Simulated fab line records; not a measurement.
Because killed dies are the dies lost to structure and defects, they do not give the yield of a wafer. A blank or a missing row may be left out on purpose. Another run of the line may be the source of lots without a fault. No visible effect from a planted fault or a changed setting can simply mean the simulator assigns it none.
A struck lot beside a sound one ; flow nandHarc ; 15 out of 1159 route steps
Sound: these wafers, L971.1, L971.3, L971.5. Wafers struck: L974.2, L974.4, L974.5. Last of all comes the cause.
For every step that has rows: the tool of each side, followed by ch and its chambers, followed by its first start. Under that, the readings that differ: sound wafers ; struck wafers ; difference of the means ; sigmas: that difference in standard deviations of wafers without a fault.
alike: readings whose means differ by less than 2 such deviations, and words and numbers that are the same on both sides. not compared: withheld readings, readings that some wafer has no value for, bounds like >300 that may hide the same value, and numbers for which the record gives no deviation and whose values overlap.
A row with sigmas, a row that says differs or no value, or rows on one side alone: a step with any of these is where the two part. Numbers that have no deviation but don't overlap get no sigmas and don't part them. A reading missing from all wafers of one side parts the sides only when that side holds two or more wafers.

NHARC_A_ZERO_WELL_DESCUM_12: chemistry O2, time 3 s.
  sound on rieDiel-01 ch 1,2,3, day 8 03:34; struck on rieDiel-07 ch 0,1, day 8 11:02
  alike: drypumpMotorCurrentA, oesProductAu, rfVppV, showerheadPlenumPTorr, throttleValvePct
  not compared: rfHoursCounterH
NHARC_A_ZERO_WELL_ETCH_19: etches the open film in N2/H2, target depth 80 nm, overetch 24 nm, time 87.88 s.
  sound on rieDiel-01 ch 0,1,3, day 8 03:39; struck on rieDiel-07 ch 0,2, day 8 11:07
  alike: drypumpMotorCurrentA, oesProductAu, rfVppV, showerheadPlenumPTorr, throttleValvePct
  not compared: rfHoursCounterH
NHARC_A_ZERO_WELL_ETCH_13: etches the open film in HBr/Cl2, target depth 120 nm, time 40.1 s.
  sound on rieSi-06 ch 0,2, day 8 03:46; struck on rieSi-01 ch 0,1, day 8 11:14
  alike: drypumpMotorCurrentA, heBacksideLeakSccm, oesProductAu, throttleValvePct
  not compared: rfHoursCounterH
then, 4 steps without rows for these wafers: NHARC_A_ZERO_WELL_STRIP_14 (strips in SPM, time 900 s); NHARC_A_ZERO_WELL_IMPLANT_15; NHARC_A_ZERO_WELL_PRECLEAN_22 (cleans in SC1, time 60 s); NHARC_A_ZERO_WELL_SRD_23.
NHARC_A_ZERO_WELL_RTA_16: time 10 s.
  sound on rtpAnneal-01 ch 0, day 8 04:40; struck on rtpAnneal-01 ch 0, day 8 12:11
  alike: lampPowerPct, wafer_temp_C_max
NHARC_A_ZERO_WELL_INSPECT_17:
  sound on defectInspect-01 at day 8 04:52; struck on defectInspect-02 at day 8 12:22
  alike: rawDefectCount
then, 2 steps without rows for these wafers: NHARC_A_SOURCE_PLATE_PRECLEAN_00 (cleans in HF-LAST, time 60 s); NHARC_A_SOURCE_PLATE_SRD_01.
NHARC_A_SOURCE_PLATE_OXIDE_02: material SiO2, target thk 10 nm, ox time 1362 s.
  sound on furnace-05 ch 0, day 8 08:55; struck on furnace-03 ch 0, day 8 22:18
reading;sound;struck;difference;sigmas
zonePowerTopPct (%);34.3 34.3 34.5;32.6 33.6 33.2;-1.2;-3
  alike: oxTempC, oxTimeS, tubeCenterTempC
NHARC_A_SOURCE_PLATE_THK_MEAS_09: measures by ellipsometry.
  sound on filmMetro-01 at day 8 12:55; struck on filmMetro-01 at day 9 02:41
reading;sound;struck;difference;sigmas
thkNm (nm);9.6 11.4 10.3;15.8 16.8 14.5;+5.3;+6
then, 1 step without rows for these wafers: NHARC_A_SOURCE_PLATE_PVD_04 (deposits WSi2, target thk 50 nm).
-- jump in the record: it breaks off in module A_SOURCE_PLATE and resumes in module END (first step shown: number 1159 of the route), and 13 days separate the struck wafers' starts before and after --
NHARC_END_SORT_01:
  the record has rows for the struck wafers here (prober-02 ch 0, day 21 16:16) and none for the sound ones

## WHERE THEY PART
First at NHARC_A_SOURCE_PLATE_OXIDE_02; last, within this record, at NHARC_END_SORT_01.

WHY: the cause the simulator had injected
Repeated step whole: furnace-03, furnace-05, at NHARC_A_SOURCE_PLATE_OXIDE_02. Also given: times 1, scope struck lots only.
